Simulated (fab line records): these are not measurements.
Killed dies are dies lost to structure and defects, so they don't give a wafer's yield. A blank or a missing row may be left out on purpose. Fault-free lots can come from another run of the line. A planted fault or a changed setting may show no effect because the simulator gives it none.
fab line records    flow nand-harc
record lots=13  wafers=39  last-day=24
route steps=1159 shown P_GATE@187 P_CONTACT@219 END@1159
lots that met no fault: from a run of the same line without faults
start-h: hours from the record's opening day to when the first of the lot's shown wafers began    wait-h: hours since the lot's step before    " as in the row above    L1.1+2: a row that stands for several wafers    - either no value or no given start    * or withheld: withheld    < > ~ a bound
route shown NAME@n: NAME is a module with steps in the file, n the number in the route of the first one    usual: mean/standard deviation taken from wafers without a fault    same: alike in all rows    chamber/n: place in a boat    sites: per-site readings    _std_site: how widely they spread, as a standard deviation    _edge_site: outer sites' mean less inner sites'    radius-mm: for every site, how far away it sits from the centre of the wafer    mask NAME#n: copy n    behind: the tool/chamber that last shaped the wafer    hold: reason for holding the lot/hours on hold/outcome of the hold    device: which transistor (n, p or np) failed to switch    end of line: the route-end tests of the same wafers    a step without rows: its recipe alone    killed: not the wafer's yield, but the dies lost to structure and defects at the first sort    map: the dies of a wafer, with x for killed, . for not killed, _ for no die there
set.NAME: the setting that was run; set.NAME@STEP: the one run at that earlier step    model.NAME: the simulator's own value behind a step, which no gauge read
one table for each step of the route and one row for each wafer, over a sample of lots
services: from which hour (start-h, from the record's first day; less than 0 if before it) a tool's chamber was out of use, for how many hours, and why
## steps
# step NHARC_P_GATE_DESCUM_61
# recipe time-s=3  o2-flow-sccm=200  ar-flow-sccm=0  bias-power-w=0  chemistry=O2
# usual drypump-motor-current-A=5.4/0.5  oes-product-au=1.001/0.008  rf-vpp-V=57.8/0.86  showerhead-plenum-p-Torr=1.93/0.061  throttle-valve-pct=11.310/0.0096
# same time-s=3
lot.wafer  tool         chamber  start-h  wait-h  drypump-motor-current-A  oes-product-au  rf-hours-counter-h  rf-vpp-V  showerhead-plenum-p-Torr  throttle-valve-pct
L654.1     rie-diel-03  2        104.43   -       5.6                      0.985           21                  58.3      2.04                      11.315
L654.2     "            3        "        "       6.7                      1.006           20                  58.2      1.91                      11.305
L654.3     "            0        "        "       5.6                      0.993           21                  57.9      2.02                      11.297
L656.2     rie-diel-02  2        110.21   -       5.3                      1.004           23                  57.5      1.90                      11.313
L656.1     "            3        "        "       5.7                      0.995           25                  57.9      1.86                      11.311
L656.3     "            1        "        "       5.3                      1.004           28                  57.7      1.90                      11.305
L658.4     rie-diel-02  1        129.03   -       5.4                      1.001           30                  58.3      1.90                      11.325
L658.2     "            3        "        "       5.7                      1.010           28                  56.9      1.86                      11.315
L658.5     "            0        "        "       4.7                      1.002           -                   59.2      1.98                      11.304
L662.1     rie-diel-02  0        150.12   -       4.7                      0.992           34                  58.3      1.98                      11.318
L662.5     "            0        "        "       4.7                      1.006           -                   57.6      1.98                      11.290
L662.4     "            1        "        "       5.3                      0.991           -                   56.9      1.90                      11.306
L663.1     rie-diel-03  3        158.44   -       6.8                      1.009           39                  57.6      1.90                      11.316
L663.5     "            1        "        "       4.9                      1.004           -                   58.3      1.99                      11.321
L663.6     "            2        "        "       5.6                      0.993           -                   58.6      2.03                      11.314
L665.2     rie-diel-03  0        162.69   -       5.6                      1.006           38                  59.1      2.01                      11.295
L665.3     "            2        "        "       5.6                      0.991           41                  58.7      2.03                      11.317
L665.5     "            0        "        "       5.6                      1.004           -                   58.8      2.01                      11.310
L670.1     rie-diel-02  0        199.87   -       4.7                      1.007           9                   58.1      1.98                      11.311
L670.4     "            1        "        "       5.3                      0.997           9                   57.7      1.89                      11.307
L670.5     "            3        "        "       5.7                      0.999           -                   57.6      1.86                      11.317
L671.3     rie-diel-02  0        207.11   -       4.7                      0.988           10                  58.9      1.98                      11.318
L671.4     "            2        "        "       5.3                      1.000           8                   59.7      1.90                      11.308
L671.1     "            3        "        "       5.7                      0.992           8                   58.3      1.86                      11.322
L672.1     rie-diel-02  3        211.56   -       5.7                      1.005           9                   58.1      1.85                      11.305
L672.2     "            1        "        "       5.3                      0.997           11                  56.8      1.89                      11.309
L672.4     "            2        "        "       5.4                      1.002           8                   58.4      1.90                      11.307
L673.3     rie-diel-02  2        213.49   -       5.4                      1.004           9                   57.3      1.90                      11.335
L673.1     "            3        "        "       5.7                      1.011           10                  56.9      1.85                      11.296
L673.6     "            2        "        "       5.4                      1.000           -                   57.8      1.90                      11.314
L674.4     rie-diel-02  0        223.13   -       4.7                      0.999           13                  57.5      1.98                      11.297
L674.3     "            2        "        "       5.4                      1.001           12                  58.0      1.89                      11.311
L674.2     "            3        "        "       5.7                      0.995           13                  57.0      1.85                      11.305
L675.3     rie-diel-02  3        228.66   -       5.7                      0.993           13                  58.2      1.85                      11.310
L675.5     "            1        "        "       5.3                      1.005           -                   56.5      1.89                      11.297
L675.6     "            2        "        "       5.4                      1.007           -                   57.9      1.89                      11.311
L677.1     rie-diel-02  0        237.27   -       4.7                      1.011           15                  57.9      1.98                      11.310
L677.2     "            1        "        "       5.3                      1.008           15                  58.1      1.89                      11.318
L677.3     "            3        "        "       5.7                      1.010           14                  56.0      1.85                      11.308
# step NHARC_P_GATE_STRIP_76
# recipe power-w=1500  temp-c=250  chemistry=O2
# usual drypump-motor-current-A=5.81/0.27  heater-power-w=332/48
lot.wafer  tool             chamber  start-h  wait-h  drypump-motor-current-A  heater-power-w  rf-hours-counter-h
L654.1     plasma-asher-02  0        105.04   0.2     5.94                     356             31
L654.2     "                1        "        "       5.61                     348             31
L654.3     "                0        "        "       5.95                     371             -
L656.1     plasma-asher-02  1        110.84   0.2     5.52                     342             33
L656.2     "                0        "        "       5.96                     363             33
L656.3     "                0        "        "       5.94                     368             -
L658.2     plasma-asher-01  0        129.66   0.2     5.54                     392             8
L658.4     "                0        "        "       5.52                     384             -
L658.5     "                0        "        "       5.53                     390             -
L662.1     plasma-asher-01  1        150.80   0.2     6.18                     257             15
L662.4     "                1        "        "       6.19                     252             -
L662.5     "                0        "        "       5.50                     383             -
L663.1     plasma-asher-02  1        159.05   0.2     5.59                     339             48
L663.6     "                1        "        "       5.58                     333             -
L663.5     "                0        "        "       5.97                     353             -
L665.2     plasma-asher-01  0        163.32   0.2     5.50                     372             20
L665.3     "                1        "        "       6.19                     257             -
L665.5     "                1        "        "       6.20                     256             -
L670.1     plasma-asher-02  1        200.48   0.2     5.61                     330             4
L670.4     "                1        "        "       5.60                     337             -
L670.5     "                1        "        "       5.61                     340             -
L671.1     plasma-asher-02  0        207.74   0.2     5.97                     348             6
L671.4     "                0        "        "       5.93                     337             -
L671.3     "                1        "        "       5.59                     348             -
L672.2     plasma-asher-02  1        212.19   0.2     5.55                     334             8
L672.1     "                0        "        "       5.95                     333             8
L672.4     "                0        "        "       5.94                     355             -
L673.1     plasma-asher-01  1        214.31   0.2     6.17                     264             36
L673.3     "                1        "        "       6.17                     256             -
L673.6     "                1        "        "       6.19                     250             -
L674.2     plasma-asher-01  1        223.76   0.2     6.16                     260             40
L674.3     "                1        "        "       6.17                     258             -
L674.4     "                0        "        "       5.53                     384             -
L675.3     plasma-asher-02  1        229.28   0.2     5.58                     335             -
L675.6     "                1        "        "       5.60                     338             -
L675.5     "                0        "        "       5.95                     342             -
L677.1     plasma-asher-02  0        237.89   0.2     5.94                     351             18
L677.2     "                1        "        "       5.57                     336             18
L677.3     "                1        "        "       5.60                     331             -
# step NHARC_P_GATE_DEGAS_109
# recipe temp-c=300  time-s=60
# usual heater-power-w=480/48  susceptor-temp-C=299.99/0.19
# same time-s=60
lot.wafer  tool            chamber  start-h  wait-h  heater-power-w  susceptor-temp-C
L654.3     pvd-sputter-02  -        108.29   0.1     435             300.08
L654.1     "               -        "        "       546             299.85
L654.2     "               -        "        "       436             299.89
L656.2     pvd-sputter-01  -        113.76   0.1     430             300.08
L656.1     "               -        "        "       472             300.36
L656.3     "               -        "        "       422             299.81
L658.4     pvd-sputter-03  -        132.97   0.1     475             300.16
L658.2     "               -        "        "       554             299.80
L658.5     "               -        "        "       450             300.17
L662.1     pvd-sputter-03  -        153.78   0.1     537             300.06
L662.4     "               -        "        "       444             300.00
L662.5     "               -        "        "       543             300.18
L663.1     pvd-sputter-03  -        162.12   0.1     494             299.55
L663.5     "               -        "        "       469             299.98
L663.6     "               -        "        "       551             300.32
L665.2     pvd-sputter-03  -        166.23   0.1     469             299.96
L665.3     "               -        "        "       426             300.24
L665.5     "               -        "        "       480             299.92
L671.1     pvd-sputter-02  -        210.68   0.1     456             299.51
L671.3     "               -        "        "       542             299.70
L671.4     "               -        "        "       531             300.07
L670.1     pvd-sputter-02  -        211.78   0.1     436             300.06
L670.4     "               -        "        "       429             299.98
L670.5     "               -        "        "       435             299.77
L672.2     pvd-sputter-01  -        215.13   0.1     438             300.16
L672.4     "               -        "        "       411             300.05
L672.1     "               -        "        "       442             300.16
L673.3     pvd-sputter-01  -        217.34   0.1     457             299.76
L673.1     "               -        "        "       503             300.10
L673.6     "               -        "        "       449             300.00
L674.3     pvd-sputter-03  -        226.81   0.1     496             300.01
L674.2     "               -        "        "       472             300.11
L674.4     "               -        "        "       545             300.20
L675.3     pvd-sputter-02  -        236.75   0.1     430             299.58
L675.6     "               -        "        "       420             300.05
L675.5     "               -        "        "       510             299.75
L677.3     pvd-sputter-02  -        240.94   0.1     528             300.02
L677.1     "               -        "        "       559             300.27
L677.2     "               -        "        "       430             299.77
# step NHARC_P_CONTACT_CMP_01
# recipe target-thk-nm=200  material=SiO2
# usual edge-zone-pressure-frac=0.999/0.005  motor-current-A=11.9/1.1  pad-life-wafers=232/170
lot.wafer  tool    chamber  start-h  wait-h  edge-zone-pressure-frac  motor-current-A  pad-life-wafers
L654.1     cmp-01  3        110.32   -       0.994                    12.1             540
L654.3     "       1        "        "       0.999                    13.0             542
L654.2     "       2        "        "       0.996                    13.4             543
L656.1     cmp-04  1        115.65   -       1.002                    9.5              36
L656.3     "       2        "        "       0.999                    10.8             37
L656.2     "       0        "        "       0.995                    10.7             39
L658.4     cmp-01  0        134.70   -       0.994                    10.6             150
L658.2     "       2        "        "       1.002                    13.7             152
L658.5     "       0        "        "       0.997                    10.7             -
L662.4     cmp-02  3        155.73   -       -                        -                -
L662.1     "       0        "        "       -                        -                -
L662.5     "       2        "        "       -                        -                -
L663.1     cmp-01  3        163.91   -       -                        -                -
L663.5     "       0        "        "       -                        -                -
L663.6     "       1        "        "       -                        -                -
L665.3     cmp-02  2        167.97   -       -                        -                -
L665.2     "       3        "        "       -                        -                -
L665.5     "       2        "        "       -                        -                -
L671.3     cmp-02  3        212.74   -       1.003                    11.9             432
L671.1     "       1        "        "       1.005                    13.2             434
L671.4     "       2        "        "       1.008                    12.5             435
L670.1     cmp-04  2        213.54   -       0.996                    11.6             37
L670.4     "       0        "        "       0.997                    11.3             39
L670.5     "       1        "        "       0.996                    10.3             -
L672.1     cmp-01  1        216.86   -       0.994                    13.8             12
L672.4     "       2        "        "       0.994                    13.6             13
L672.2     "       0        "        "       1.005                    10.5             15
L673.1     cmp-04  3        219.09   -       1.001                    13.0             66
L673.3     "       1        "        "       0.993                    9.7              68
L673.6     "       0        "        "       1.001                    11.5             -
L674.2     cmp-04  3        228.54   -       0.999                    13.1             132
L674.4     "       0        "        "       0.998                    10.6             133
L674.3     "       1        "        "       0.999                    9.8              134
L675.3     cmp-02  1        238.64   -       1.004                    12.8             37
L675.6     "       0        "        "       0.997                    11.7             -
L675.5     "       1        "        "       1.006                    12.8             -
L677.1     cmp-04  0        243.03   -       1.008                    11.1             204
L677.3     "       1        "        "       1.005                    9.5              205
L677.2     "       3        "        "       0.999                    12.5             207
# step NHARC_END_SORT_01
# recipe temp-c=25
# usual killed-at-array=26/10  killed-at-other=0.5/0.87  killed-at-periphery=3.0/2.5  killed-dies=29/11  killed-open=3.3/1.9  killed-short=1.8/1.5
# same gross-dies=677
lot.wafer  tool       chamber  start-h  wait-h  hold                    killed-at-array  killed-at-other  killed-at-periphery  killed-dies  killed-open  killed-short
L654.1     prober-02  0        439.18   2.5     -                       12               0                3                    15           3            2
L654.2     prober-02  0        439.98   2.8     -                       11               0                3                    14           1            2
L654.3     prober-02  0        440.77   3.1     -                       18               0                1                    19           10           2
L656.1     prober-02  0        452.54   2.5     -                       7                0                0                    7            3            1
L656.2     prober-02  0        453.34   2.8     -                       12               1                3                    16           2            3
L656.3     prober-02  0        454.14   3.1     -                       16               0                1                    17           8            4
L658.2     prober-02  0        464.07   2.8     -                       28               1                2                    31           4            0
L658.4     prober-02  0        465.65   3.4     -                       30               0                3                    33           2            1
L658.5     prober-02  0        466.44   3.7     -                       35               1                2                    38           2            0
L663.1     prober-01  0        491.30   2.5     await-dispo/2.5h/scrap  22               0                655                  677          2            2
L663.5     prober-01  0        494.47   3.7     await-dispo/2.5h/scrap  21               5                651                  677          5            1
L663.6     prober-01  0        495.27   4.0     await-dispo/2.5h/scrap  29               0                648                  677          3            3
L662.1     prober-02  0        491.31   2.5     await-dispo/6.9h/scrap  23               0                654                  677          1            6
L662.4     prober-02  0        493.73   3.4     await-dispo/6.9h/scrap  27               0                650                  677          4            2
L662.5     prober-02  0        494.53   3.7     await-dispo/6.9h/scrap  19               0                658                  677          3            1
L665.2     prober-01  0        512.30   2.8     await-dispo/3.3h/scrap  15               1                661                  677          4            1
L665.3     prober-01  0        513.09   3.1     await-dispo/3.3h/scrap  23               0                654                  677          3            0
L665.5     prober-01  0        514.68   3.7     await-dispo/3.3h/scrap  23               1                653                  677          7            3
L672.1     prober-02  0        541.95   2.5     -                       34               0                4                    38           5            0
L672.2     prober-02  0        542.75   2.8     -                       31               0                5                    36           9            5
L672.4     prober-02  0        544.35   3.4     -                       25               0                1                    26           5            1
L673.1     prober-02  0        550.10   2.5     -                       31               1                3                    35           4            4
L673.3     prober-02  0        551.69   3.1     -                       26               0                2                    28           2            0
L673.6     prober-02  0        554.08   4.0     -                       28               5                4                    37           5            2
L670.1     prober-01  0        550.11   2.5     -                       30               0                0                    30           3            3
L670.4     prober-01  0        552.51   3.4     -                       30               1                0                    31           4            2
L670.5     prober-01  0        553.31   3.7     -                       28               0                2                    30           2            2
L671.1     prober-01  0        557.93   2.5     -                       32               1                4                    37           2            5
L671.3     prober-01  0        559.51   3.1     -                       32               0                4                    36           4            2
L671.4     prober-01  0        560.30   3.4     -                       30               1                2                    33           6            0
L674.2     prober-02  0        558.67   2.8     -                       9                0                2                    11           3            1
L674.3     prober-02  0        559.46   3.1     -                       14               0                3                    17           0            5
L674.4     prober-02  0        560.26   3.4     -                       11               0                2                    13           3            0
L675.3     prober-01  0        575.97   3.1     -                       21               1                6                    28           3            3
L675.5     prober-01  0        577.60   3.8     -                       27               1                9                    37           4            1
L675.6     prober-01  0        578.41   4.1     -                       18               2                5                    25           0            3
L677.1     prober-01  0        582.20   2.5     -                       52               0                2                    54           1            1
L677.2     prober-01  0        583.00   2.8     -                       36               0                1                    37           0            1
L677.3     prober-01  0        583.80   3.1     -                       44               0                3                    47           5            3
# killed by level:class
L654.1 A_M0:geometric-particle:open=3 P_M1:chamber-film-flake=2 A_CHANNEL_HOLE_D1:chamber-film-flake=2 A_CONTACT:chamber-film-flake=2 A_CHANNEL_FILL_D1:geometric-particle:short=1 A_BLC:geometric-particle:short=1 P_M2:chamber-film-flake=1 A_CHANNEL_FILL_D1:chamber-film-flake=1
L654.2 A_CHANNEL_HOLE_D1:chamber-film-flake=3 P_M1:chamber-film-flake=2 A_ONON_D1:geometric-particle:short=1 A_WL_FILL:geometric-particle:short=1 A_WL_FILL:geometric-particle:open=1 P_BONDPAD:chamber-film-flake=1 A_ZERO_WELL:chamber-film-flake=1 A_CHANNEL_FILL_D1:chamber-film-flake=1
L654.3 A_CHANNEL_FILL_D1:geometric-particle:open=3 A_M0:geometric-particle:open=3 A_CHANNEL_HOLE_D1:chamber-film-flake=3 A_SOURCE_PLATE:geometric-particle:short=2 A_ONON_D1:geometric-particle:open=2 A_WL_FILL:geometric-particle:open=1 A_CONTACT:geometric-particle:open=1 P_M1:chamber-film-flake=1
L656.1 A_ONON_D1:geometric-particle:open=2 A_WL_FILL:geometric-particle:short=1 A_CONTACT:geometric-particle:open=1 A_CHANNEL_HOLE_D1:chamber-film-flake=1 A_WL_FILL:chamber-film-flake=1 A_CONTACT:chamber-film-flake=1
L656.2 A_CONTACT:chamber-film-flake=4 A_CHANNEL_FILL_D1:geometric-particle:short=2 A_CHANNEL_HOLE_D1:chamber-film-flake=2 A_CHANNEL_FILL_D1:chamber-film-flake=2 P_CONTACT:geometric-particle:open=1 P_CONTACT:geometric-particle:short=1 A_CONTACT:geometric-particle:open=1 P_GATE:chamber-film-flake=1
L656.3 A_CONTACT:geometric-particle:open=3 A_CHANNEL_FILL_D1:geometric-particle:open=2 A_CONTACT:geometric-particle:short=2 A_CHANNEL_HOLE_D1:chamber-film-flake=2 A_CHANNEL_FILL_D1:chamber-film-flake=2 P_M0:geometric-particle:open=1 A_CHANNEL_FILL_D1:geometric-particle:short=1 A_WL_FILL:geometric-particle:short=1
L658.2 A_SLIT:chamber-film-flake=11 A_CHANNEL_HOLE_D1:chamber-film-flake=9 A_CONTACT:chamber-film-flake=3 A_CONTACT:geometric-particle:open=2 A_STAIRCASE:chamber-film-flake=2 P_M0:geometric-particle:open=1 A_WL_FILL:geometric-particle:open=1 P_ZERO_WELL:chamber-film-flake=1
L658.4 A_CHANNEL_HOLE_D1:chamber-film-flake=16 A_SLIT:chamber-film-flake=11 P_CONTACT:geometric-particle:open=2 A_CONTACT:chamber-film-flake=2 P_M0:geometric-particle:short=1 A_M0:chamber-film-flake=1
L658.5 A_CHANNEL_HOLE_D1:chamber-film-flake=16 A_SLIT:chamber-film-flake=11 A_CONTACT:chamber-film-flake=4 P_ZERO_WELL:chamber-film-flake=2 A_SGD_CUT:geometric-particle:open=1 A_CONTACT:geometric-particle:open=1 A_WL_FILL:chamber-film-flake=1 A_BLC:chamber-film-flake=1
L663.1 P_CONTACT:area-cmp=652 A_SLIT:chamber-film-flake=14 A_CHANNEL_HOLE_D1:chamber-film-flake=3 A_BLC:geometric-particle:short=2 P_CONTACT:geometric-particle:open=1 P_M1:geometric-particle:open=1 P_GATE:chamber-film-flake=1 A_STAIRCASE:chamber-film-flake=1
L662.1 P_CONTACT:area-cmp=652 A_CHANNEL_HOLE_D1:chamber-film-flake=13 A_CONTACT:chamber-film-flake=3 A_CHANNEL_FILL_D1:geometric-particle:short=2 P_STI:geometric-particle:short=1 P_CONTACT:geometric-particle:short=1 A_WL_FILL:geometric-particle:short=1 A_CONTACT:geometric-particle:open=1
L662.4 P_CONTACT:area-cmp=650 A_CHANNEL_HOLE_D1:chamber-film-flake=17 A_M0:geometric-particle:open=2 A_CONTACT:chamber-film-flake=2 A_CHANNEL_FILL_D1:geometric-particle:open=1 A_WL_FILL:geometric-particle:short=1 A_CONTACT:geometric-particle:open=1 A_CONTACT:geometric-particle:short=1
L663.5 P_CONTACT:area-cmp=650 A_SLIT:chamber-film-flake=9 A_CHANNEL_HOLE_D1:chamber-film-flake=3 A_STAIRCASE:chamber-film-flake=3 THIN_TSV:chamber-film-flake=3 STARTING-WAFER:geometric-particle:open=2 A_CHANNEL_FILL_D1:geometric-particle:open=1 A_SLIT:geometric-particle:open=1
L662.5 P_CONTACT:area-cmp=656 A_CHANNEL_HOLE_D1:chamber-film-flake=14 A_WL_FILL:geometric-particle:open=2 P_M0:geometric-particle:open=1 A_SGD_CUT:geometric-particle:short=1 P_STI:chamber-film-flake=1 A_CONTACT:chamber-film-flake=1 A_BONDPAD:chamber-film-flake=1
L663.6 P_CONTACT:area-cmp=643 A_SLIT:chamber-film-flake=14 A_CHANNEL_HOLE_D1:chamber-film-flake=7 A_WL_FILL:chamber-film-flake=4 P_STI:chamber-film-flake=2 P_GATE:geometric-particle:short=1 P_M0:geometric-particle:short=1 P_M0:geometric-particle:open=1
L665.2 P_CONTACT:area-cmp=656 A_SLIT:chamber-film-flake=7 A_CHANNEL_HOLE_D1:chamber-film-flake=3 A_STAIRCASE:chamber-film-flake=2 P_GATE:geometric-particle:open=1 P_CONTACT:geometric-particle:open=1 P_M0:geometric-particle:open=1 A_CONTACT:geometric-particle:open=1
L665.3 P_CONTACT:area-cmp=650 A_SLIT:chamber-film-flake=11 A_STAIRCASE:chamber-film-flake=4 A_CONTACT:chamber-film-flake=4 A_CHANNEL_HOLE_D1:chamber-film-flake=3 P_GATE:geometric-particle:open=1 P_CONTACT:geometric-particle:open=1 A_CONTACT:geometric-particle:open=1
L665.5 P_CONTACT:area-cmp=650 A_SLIT:chamber-film-flake=12 A_CONTACT:geometric-particle:open=2 A_BLC:geometric-particle:open=2 A_CONTACT:chamber-film-flake=2 P_CONTACT:geometric-particle:open=1 P_M0:geometric-particle:short=1 P_M2:geometric-particle:open=1
L672.1 A_SLIT:chamber-film-flake=18 A_CONTACT:chamber-film-flake=4 P_GATE:chamber-film-flake=3 A_CHANNEL_HOLE_D1:chamber-film-flake=3 A_SGD_CUT:geometric-particle:open=2 A_CONTACT:geometric-particle:open=2 A_STAIRCASE:chamber-film-flake=2 A_WL_FILL:chamber-film-flake=2
L672.2 A_SLIT:chamber-film-flake=10 A_CONTACT:geometric-particle:open=4 A_CHANNEL_HOLE_D1:chamber-film-flake=4 A_CONTACT:chamber-film-flake=4 P_M0:geometric-particle:open=2 A_M0:geometric-particle:short=2 P_GATE:chamber-film-flake=2 A_ONON_D1:geometric-particle:short=1
L672.4 A_SLIT:chamber-film-flake=12 A_CHANNEL_HOLE_D1:chamber-film-flake=3 A_ONON_D1:geometric-particle:open=2 A_CONTACT:chamber-film-flake=2 A_CONTACT:geometric-particle:open=2 A_STAIRCASE:chamber-film-flake=2 P_GATE:geometric-particle:open=1 A_M0:geometric-particle:short=1
L673.1 A_SLIT:chamber-film-flake=14 A_CHANNEL_HOLE_D1:chamber-film-flake=6 A_CONTACT:chamber-film-flake=4 P_GATE:geometric-particle:open=1 P_GATE:geometric-particle:short=1 P_CONTACT:geometric-particle:open=1 A_ONON_D1:geometric-particle:short=1 A_SLIT:geometric-particle:open=1
L670.1 A_CHANNEL_HOLE_D1:chamber-film-flake=15 A_STAIRCASE:chamber-film-flake=4 A_CONTACT:chamber-film-flake=4 A_WL_FILL:geometric-particle:short=2 A_WL_FILL:geometric-particle:open=1 A_CONTACT:geometric-particle:short=1 A_BLC:geometric-particle:open=1 A_M0:geometric-particle:open=1
L673.3 A_SLIT:chamber-film-flake=11 A_CHANNEL_HOLE_D1:chamber-film-flake=6 A_CONTACT:chamber-film-flake=5 A_M0:chamber-film-flake=2 P_STI:geometric-particle:open=1 A_CHANNEL_HOLE_D1:geometric-particle:open=1 P_STI:chamber-film-flake=1 A_STAIRCASE:chamber-film-flake=1
L670.4 A_CHANNEL_HOLE_D1:chamber-film-flake=17 A_STAIRCASE:chamber-film-flake=5 A_WL_FILL:geometric-particle:open=3 A_ONON_D1:geometric-particle:short=1 A_M0:geometric-particle:open=1 STARTING-WAFER:geometric-particle:short=1 A_WL_FILL:chamber-film-flake=1 A_CONTACT:chamber-film-flake=1
L670.5 A_CHANNEL_HOLE_D1:chamber-film-flake=21 P_GATE:chamber-film-flake=2 A_ONON_D1:geometric-particle:open=1 A_SGD_CUT:geometric-particle:open=1 A_SGD_CUT:geometric-particle:short=1 A_WL_FILL:geometric-particle:short=1 A_STAIRCASE:chamber-film-flake=1 A_SLIT:chamber-film-flake=1
L673.6 A_SLIT:chamber-film-flake=9 A_CHANNEL_HOLE_D1:chamber-film-flake=5 A_STAIRCASE:chamber-film-flake=5 THIN_TSV:chamber-film-flake=5 A_CONTACT:chamber-film-flake=3 A_CONTACT:geometric-particle:open=2 P_STI:chamber-film-flake=2 P_GATE:geometric-particle:open=1
L671.1 A_CHANNEL_HOLE_D1:chamber-film-flake=20 A_STAIRCASE:chamber-film-flake=4 A_CONTACT:chamber-film-flake=4 P_GATE:geometric-particle:short=1 P_CONTACT:geometric-particle:short=1 P_M0:geometric-particle:short=1 A_SOURCE_PLATE:geometric-particle:open=1 A_STAIRCASE:geometric-particle:short=1
L674.2 A_STAIRCASE:chamber-film-flake=4 P_CONTACT:geometric-particle:open=1 A_SOURCE_PLATE:geometric-particle:open=1 A_ONON_D1:geometric-particle:short=1 A_M0:geometric-particle:open=1 P_GATE:chamber-film-flake=1 A_CHANNEL_HOLE_D1:chamber-film-flake=1 A_CONTACT:chamber-film-flake=1
L674.3 A_CHANNEL_HOLE_D1:chamber-film-flake=3 A_STAIRCASE:chamber-film-flake=3 A_CONTACT:chamber-film-flake=3 A_ONON_D1:geometric-particle:short=2 A_CHANNEL_FILL_D1:geometric-particle:short=2 P_GATE:chamber-film-flake=2 A_M0:geometric-particle:short=1 P_M0:chamber-film-flake=1
L671.3 A_CHANNEL_HOLE_D1:chamber-film-flake=16 A_CONTACT:chamber-film-flake=9 P_STI:chamber-film-flake=2 P_GATE:geometric-particle:short=1 A_CHANNEL_FILL_D1:geometric-particle:open=1 A_SGD_CUT:geometric-particle:open=1 A_WL_FILL:geometric-particle:open=1 A_CONTACT:geometric-particle:short=1
L674.4 A_CHANNEL_HOLE_D1:chamber-film-flake=5 A_STAIRCASE:chamber-film-flake=3 P_GATE:geometric-particle:open=1 A_CHANNEL_FILL_D1:geometric-particle:open=1 A_CONTACT:geometric-particle:open=1 P_GATE:chamber-film-flake=1 A_CONTACT:chamber-film-flake=1
L671.4 A_CHANNEL_HOLE_D1:chamber-film-flake=15 A_CONTACT:chamber-film-flake=7 A_CONTACT:geometric-particle:open=2 A_STAIRCASE:chamber-film-flake=2 P_M0:geometric-particle:open=1 A_ONON_D1:geometric-particle:open=1 A_SGD_CUT:geometric-particle:open=1 A_M0:geometric-particle:open=1
L675.3 A_CHANNEL_HOLE_D1:chamber-film-flake=9 A_CONTACT:chamber-film-flake=6 P_STI:chamber-film-flake=3 P_M2:chamber-film-flake=2 P_M2:geometric-particle:open=1 A_ONON_D1:geometric-particle:short=1 A_CHANNEL_HOLE_D1:geometric-particle:short=1 A_WL_FILL:geometric-particle:short=1
L675.5 A_CHANNEL_HOLE_D1:chamber-film-flake=11 P_M2:chamber-film-flake=7 A_STAIRCASE:chamber-film-flake=6 A_CONTACT:chamber-film-flake=3 A_CONTACT:geometric-particle:open=2 A_M0:chamber-film-flake=2 P_CONTACT:geometric-particle:open=1 A_ONON_D1:geometric-particle:short=1
L675.6 A_CONTACT:chamber-film-flake=5 A_CHANNEL_HOLE_D1:chamber-film-flake=4 P_STI:chamber-film-flake=3 A_ONON_D1:geometric-particle:short=2 P_M2:chamber-film-flake=2 A_SLIT:chamber-film-flake=2 A_WL_FILL:chamber-film-flake=2 THIN_TSV:chamber-film-flake=2
L677.1 A_SLIT:chamber-film-flake=20 A_CHANNEL_HOLE_D1:chamber-film-flake=14 A_STAIRCASE:chamber-film-flake=10 A_CONTACT:chamber-film-flake=5 P_CONTACT:geometric-particle:short=1 A_BLC:geometric-particle:open=1 P_GATE:chamber-film-flake=1 A_WL_FILL:chamber-film-flake=1
L677.2 A_SLIT:chamber-film-flake=19 A_CONTACT:chamber-film-flake=8 A_STAIRCASE:chamber-film-flake=5 A_CHANNEL_HOLE_D1:chamber-film-flake=3 A_ONON_D1:geometric-particle:short=1 P_STI:chamber-film-flake=1
L677.3 A_SLIT:chamber-film-flake=20 A_CHANNEL_HOLE_D1:chamber-film-flake=7 A_STAIRCASE:chamber-film-flake=6 A_CONTACT:chamber-film-flake=4 P_GATE:geometric-particle:short=1 P_M0:geometric-particle:open=1 P_M1:geometric-particle:open=1 A_CHANNEL_FILL_D1:geometric-particle:open=1
## services
tool             chamber  start-h  hours  kind
pvd-sputter-02   -        91.18    6.3    repair
rie-diel-02      2        95.94    13.9   repair
plasma-asher-01  -        99.00    9.0    pm
pvd-sputter-03   -        102.00   10.0   pm
cmp-04           -        105.00   4.0    pm
cmp-01           -        111.23   4.0    pm
pvd-sputter-02   -        124.96   1.4    repair
cmp-02           -        125.97   1.7    repair
cmp-02           -        128.54   4.0    pm
plasma-asher-02  -        133.31   0.3    repair
cmp-02           -        141.39   0.4    repair
rie-diel-02      3        144.75   8.2    repair
rie-diel-02      -        150.70   9.0    pm
cmp-02           -        154.22   0.3    repair
pvd-sputter-02   -        182.51   2.1    repair
plasma-asher-02  -        183.00   9.0    pm
rie-diel-02      3        184.48   4.1    repair
rie-diel-02      2        186.18   7.2    repair
pvd-sputter-02   -        192.38   2.9    repair
cmp-04           -        203.00   4.0    pm
cmp-01           -        206.84   3.2    repair
cmp-01           -        210.06   4.0    pm
pvd-sputter-02   -        215.40   10.0   pm
cmp-04           -        238.08   2.6    repair
## key
first-sign step=NHARC_P_CONTACT_CMP_01  reading=tool-record  direction=missing
effect step=NHARC_END_SORT_01  reading=killed-at-periphery  direction=up  sigmas=99+  usual=3.0  struck=653.8
more-kills-born-at NHARC_P_CONTACT_CMP_01@cmp-02=3914  NHARC_P_CONTACT_CMP_01@cmp-01=1944
met-at NHARC_P_CONTACT_CMP_01
struck-lots L662,L663,L665
later-rows-left-out L662.1,L662.4,L662.5,L663.1,L663.5,L663.6,L665.2,L665.3,L665.5
tester-left-out L662,L663,L665
not-acting-at NHARC_P_GATE_DESCUM_61,NHARC_P_GATE_STRIP_76,NHARC_P_GATE_DEGAS_109
onset-between 134.70 155.73
fault kind=skipped-step-whole  tool=cmp-01,cmp-02  chamber=-  onset-h=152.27  steps=NHARC_P_CONTACT_CMP_01  scope=struck-lots-only
# tester-left-out: of these lots the tester's yield and bins aren't shown, on N5 and GAA mostly nor the transistor test; their killed dies are dies lost to structure and defects alone, not to doping, threshold or leakage, so they don't give the yield
# later-rows-left-out: the simulator's readings of these wafers behind a module that went badly wrong aren't trusted and aren't shown, but for the sort
